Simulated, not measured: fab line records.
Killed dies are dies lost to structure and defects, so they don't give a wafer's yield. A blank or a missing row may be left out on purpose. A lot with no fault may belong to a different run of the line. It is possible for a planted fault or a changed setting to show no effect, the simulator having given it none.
The tool behind it: which one? -- flow n5_finfet -- 24 lots, 72 wafers sampled, at 6 steps of a route of 1938

## WHAT THE GAUGES READ, wafer by wafer
N5_BEOL_M11_OVL_MEAS_12. Usual: M11_OVL -0.3 nm, standard deviation 0.92.
lot,measured,on,M11_OVL (nm),flag
L074,day 10 11:04,overlay-02,-0.2 0.5 0.3,
L075,day 10 11:13,overlay-02,-1.2 0.1 -0.3,
L076,day 10 14:49,overlay-01,-0.7 0.1 -0.3,
L077,day 10 22:35,overlay-01,-1.9 -1.1 -1.6,
L078,day 11 06:28,overlay-01,-0.5 -0.7 -0.9,
L079,day 11 14:32,overlay-01,-1.1 0.8 -0.6,
L080,day 12 03:45,overlay-02,-1.0 -0.7 -0.4,
L081,day 12 12:06,overlay-01,0.6 -0.9 -0.6,
L082,day 12 12:22,overlay-01,-1.1 -1.5 -1.9,
L085,day 12 19:31,overlay-01,1.0 1.0 2.1,
L083,day 13 02:51,overlay-01,-2.0 -0.2 -1.6,
L084,day 13 03:03,overlay-01,-0.4 0.0 0.4,
L087,day 13 21:42,overlay-01,-0.6 -0.9 -0.8,
L086,day 14 05:31,overlay-01,0.8 0.3 -0.3,
L088,day 14 05:47,overlay-01,-0.3 -0.7 0.2,
L089,day 14 20:30,overlay-02,-1.0 -1.1 -0.6,
L093,day 15 01:04,overlay-01,0.5 -0.3 0.2,
L091,day 15 03:44,overlay-01,-1.8 -2.1 -1.7,
L090,day 15 03:58,overlay-02,1.0 0.7 0.3,
L092,day 15 07:14,overlay-02,0.1 0.0 -0.5,
L095,day 16 03:02,overlay-01,-2.4 -1.4 -0.2,
L094,day 16 11:26,overlay-01,1.1 0.8 0.1,
L097,day 16 15:38,overlay-01,0.2 -0.5 -1.8,
L096,day 17 02:09,overlay-01,0.3 -1.1 0.2,

N5_BEOL_M12_OVL_MEAS_11. Usual: V11_OVL 1 nm, standard deviation 5.2.
lot,measured,on,V11_OVL (nm),flag
L074,day 10 22:22,overlay-01,0 -3 -5,
L075,day 10 20:43,overlay-01,-3 4 4,
L076,day 10 20:29,overlay-01,2 10 2,
L077,day 11 04:21,overlay-02,4 11 5,
L078,day 11 14:35,overlay-01,4 -3 6,
L079,day 12 01:14,overlay-01,1 -2 8,
L080,day 12 09:25,overlay-01,8 9 6,
L081,day 12 17:16,overlay-02,-3 -6 -1,
L082,day 12 17:14,overlay-01,0 3 5,
L085,day 13 06:00,overlay-01,-5 -3 2,
L083,day 13 09:17,overlay-01,8 11 2,
L084,day 13 11:02,overlay-02,-7 0 -3,
L087,day 14 04:48,overlay-01,-3 -4 -8,
L086,day 14 11:37,overlay-01,-2 -2 -7,
L088,day 14 10:59,overlay-01,9 6 5,
L089,day 15 04:58,overlay-02,2 4 -3,
L093,day 15 06:50,overlay-02,-3 7 4,
L091,day 15 10:26,overlay-01,1 5 -7,
L090,day 15 10:43,overlay-01,-9 3 -5,
L092,day 15 14:22,overlay-02,6 -1 5,
L095,day 16 12:02,overlay-02,-1 -3 7,
L094,day 16 20:49,overlay-01,4 -6 4,
L097,day 16 21:25,overlay-01,2 -1 -1,
L096,day 17 09:53,overlay-02,3 -5 4,

N5_BEOL_M12_THK_MEAS_50: measures by xrf. Usual: M12_THK 325 nm, standard deviation 6.3.
lot,measured,on,M12_THK (nm),flag
L074,day 11 05:21,film_metro-02,329 329 324,
L075,day 11 05:19,film_metro-01,315 320 316,
L076,day 11 05:05,film_metro-02,335 333 332,
L077,day 11 07:55,film_metro-01,327 328 327,
L078,day 11 22:29,film_metro-01,316 313 313,
L079,day 12 05:28,film_metro-01,326 321 329,
L080,day 12 12:57,film_metro-01,316 325 323,
L081,day 13 11:20,film_metro-02,332 330 332,
L082,day 13 11:16,film_metro-01,325 321 327,
L085,day 13 13:03,film_metro-01,330 332 328,
L083,day 13 14:07,film_metro-02,333 336 333,
L084,day 13 15:25,film_metro-02,322 315 316,
L087,day 14 09:34,film_metro-01,323 325 330,
L086,day 14 15:44,film_metro-01,324 323 324,
L088,day 14 15:28,film_metro-01,329 329 330,
L089,day 15 10:41,film_metro-02,320 313 320,
L093,day 15 11:46,film_metro-01,311 324 322,
L091,day 15 14:32,film_metro-02,321 315 319,
L090,day 15 14:51,film_metro-01,327 325 326,
L092,day 15 17:43,film_metro-02,315 324 325,
L095,day 16 19:38,film_metro-02,332 329 331,
L094,day 17 03:07,film_metro-02,324 325 325,
L097,day 17 03:45,film_metro-02,333 335 338,
L096,day 17 14:49,film_metro-02,317 324 331,

N5_BEOL_M13_CD_MEAS_28: the cd target is 209.5 nm. Usual: cd_nm at 209.8 nm, with a standard deviation of 1.2.
lot,measured,on,cd_nm (nm),flag
L074,day 11 07:06,cd_sem-03,208.8 208.0 208.8,
L075,day 11 07:25,cd_sem-02,210.9 209.1 210.4,
L076,day 11 06:47,cd_sem-03,210.9 208.5 208.5,
L077,day 11 09:40,cd_sem-02,208.7 209.7 209.8,
L078,day 12 00:04,cd_sem-02,208.6 209.4 208.0,
L079,day 12 07:13,cd_sem-02,211.6 212.9 212.0,
L080,day 12 14:48,cd_sem-02,209.7 210.0 208.8,
L081,day 13 13:12,cd_sem-03,211.6 211.2 211.7,
L082,day 13 12:54,cd_sem-03,209.5 210.6 210.4,
L085,day 13 14:58,cd_sem-03,208.8 210.2 211.7,
L083,day 13 16:04,cd_sem-02,211.4 209.7 210.9,
L084,day 13 17:25,cd_sem-03,209.1 211.3 210.9,
L087,day 14 11:16,cd_sem-02,209.8 212.5 210.5,
L086,day 14 17:28,cd_sem-01,210.6 209.0 209.9,
L088,day 14 17:04,cd_sem-01,209.5 209.1 209.1,
L089,day 15 12:32,cd_sem-01,210.0 208.3 208.1,
L093,day 15 13:26,cd_sem-01,208.6 209.1 209.6,
L091,day 15 16:15,cd_sem-02,208.3 210.6 207.8,
L090,day 15 16:34,cd_sem-02,208.1 207.9 208.7,
L092,day 15 19:18,cd_sem-03,210.1 210.4 211.4,
L095,day 16 21:13,cd_sem-02,210.2 208.2 209.4,
L094,day 17 04:58,cd_sem-03,209.3 208.7 209.3,
L097,day 17 05:41,cd_sem-01,209.6 209.5 210.5,
L096,day 17 16:54,cd_sem-01,210.8 211.3 209.1,

## WHAT TOOL EACH LOT RAN ON (gives the tool, then ch and the chambers of the sampled wafers, and finally the start)
lot,N5_BEOL_M11_ALD_74,N5_BEOL_M11_SPUTTER_48
L074,"ald_metal-03 ch 0,1, day 10 19:20","pvd_sputter-01, day 10 20:23"
L075,"ald_metal-03 ch 0,2,3, day 10 18:29","pvd_sputter-03, day 10 19:08"
L076,"ald_metal-01 ch 0,2,3, day 10 18:06","pvd_sputter-03, day 10 18:46"
L077,"ald_metal-01 ch 0,1,3, day 11 01:59","pvd_sputter-02, day 11 02:32"
L078,"ald_metal-04 ch 0,1,2, day 11 10:29","pvd_sputter-01, day 11 11:19"
L079,"ald_metal-01 ch 0,2, day 11 20:47","pvd_sputter-01, day 11 21:45"
L080,"ald_metal-04 ch 0,2,3, day 12 07:15","pvd_sputter-03, day 12 07:52"
L081,"ald_metal-04 ch 2,3, day 12 15:10","pvd_sputter-01, day 12 15:40"
L082,"ald_metal-01 ch 0,1,2, day 12 15:01","pvd_sputter-01, day 12 15:35"
L085,"ald_metal-01 ch 1,2,3, day 13 03:55","pvd_sputter-03, day 13 04:32"
L083,"ald_metal-04 ch 0,1,2, day 13 07:05","pvd_sputter-03, day 13 07:39"
L084,"ald_metal-04 ch 1,2, day 13 07:50","pvd_sputter-01, day 13 09:16"
L087,"ald_metal-01 ch 0,1,3, day 14 01:56","pvd_sputter-03, day 14 02:33"
L086,"ald_metal-04 ch 0,2,3, day 14 08:46","pvd_sputter-02, day 14 09:22"
L088,"ald_metal-03 ch 0,1,2, day 14 08:41","pvd_sputter-01, day 14 09:17"
L089,"ald_metal-04 ch 0,1,3, day 15 00:56","pvd_sputter-02, day 15 03:16"
L093,"ald_metal-01 ch 0,3, day 15 04:17","pvd_sputter-03, day 15 05:08"
L091,"ald_metal-01 ch 0,1, day 15 06:46","pvd_sputter-03, day 15 08:53"
L090,"ald_metal-03 ch 0,2,3, day 15 07:01","pvd_sputter-02, day 15 09:11"
L092,"ald_metal-03 ch 1,2,3, day 15 10:49","pvd_sputter-03, day 15 11:50"
L095,"ald_metal-03 ch 1,2, day 16 09:14","pvd_sputter-02, day 16 10:21"
L094,"ald_metal-01 ch 0,3, day 16 18:26","pvd_sputter-02, day 16 19:08"
L097,"ald_metal-01 ch 1,2, day 16 19:10","pvd_sputter-02, day 16 19:45"
L096,"ald_metal-03 ch 2,3, day 17 05:32","pvd_sputter-01, day 17 07:44"
- N5_BEOL_M11_ALD_74: deposits TaN, target thk 2 nm, pulse time 2 s, purge time 3 s.
- N5_BEOL_M11_SPUTTER_48: material Cu, target thk 12 nm, time 2 s.

## WHAT THE TOOLS THEMSELVES READ (means of the sampled wafers that have a number; where no wafer has one, the mark that the record gives instead)
N5_BEOL_M11_ALD_74. Usual: heater_power_w at 414 W, with a standard deviation of 35.
lot,tool,heater_power_w (W),flag
L074,ald_metal-03,420,
L075,ald_metal-03,386,
L076,ald_metal-01,416,
L077,ald_metal-01,411,
L078,ald_metal-04,426,
L079,ald_metal-01,419,
L080,ald_metal-04,403,
L081,ald_metal-04,420,
L082,ald_metal-01,435,
L085,ald_metal-01,429,
L083,ald_metal-04,429,
L084,ald_metal-04,446,
L087,ald_metal-01,415,
L086,ald_metal-04,399,
L088,ald_metal-03,416,
L089,ald_metal-04,405,
L093,ald_metal-01,393,
L091,ald_metal-01,430,
L090,ald_metal-03,400,
L092,ald_metal-03,410,
L095,ald_metal-03,444,
L094,ald_metal-01,389,
L097,ald_metal-01,448,
L096,ald_metal-03,400,

N5_BEOL_M11_SPUTTER_48. Usual: throttle_valve_pct at 30.1 %, with a standard deviation of 0.72.
lot,tool,throttle_valve_pct (%),flag
L074,pvd_sputter-01,29.9,
L075,pvd_sputter-03,29.5,
L076,pvd_sputter-03,30.3,
L077,pvd_sputter-02,30.0,
L078,pvd_sputter-01,29.7,
L079,pvd_sputter-01,30.7,
L080,pvd_sputter-03,29.2,
L081,pvd_sputter-01,30.2,
L082,pvd_sputter-01,30.3,
L085,pvd_sputter-03,30.1,
L083,pvd_sputter-03,30.0,
L084,pvd_sputter-01,30.3,
L087,pvd_sputter-03,29.3,
L086,pvd_sputter-02,30.0,
L088,pvd_sputter-01,30.1,
L089,pvd_sputter-02,30.1,
L093,pvd_sputter-03,29.3,
L091,pvd_sputter-03,29.1,
L090,pvd_sputter-02,29.9,
L092,pvd_sputter-03,29.5,
L095,pvd_sputter-02,29.8,
L094,pvd_sputter-02,30.1,
L097,pvd_sputter-02,30.1,
L096,pvd_sputter-01,30.6,

## THE ANSWER, worked out from the rows above alone
Rule: a lot is off if the mean of its wafers that have a number lies more than 3 standard deviations from the usual mean. Also off: a lot with no number at a reading for which 4 or more lots have one. Where the step has rows for the other lots, those lots are counted as sound. After the gauges, taken in route order, come the tools' own readings; for these a lot's mean is taken, as printed above. The first step at which some lot is off is used, and at that step the reading that is off furthest; a lot without a number counts as furthest.
No lot is off on any of the readings shown, so nothing can be concluded from this.

## WHAT WAS PUT IN BY THE SIMULATOR
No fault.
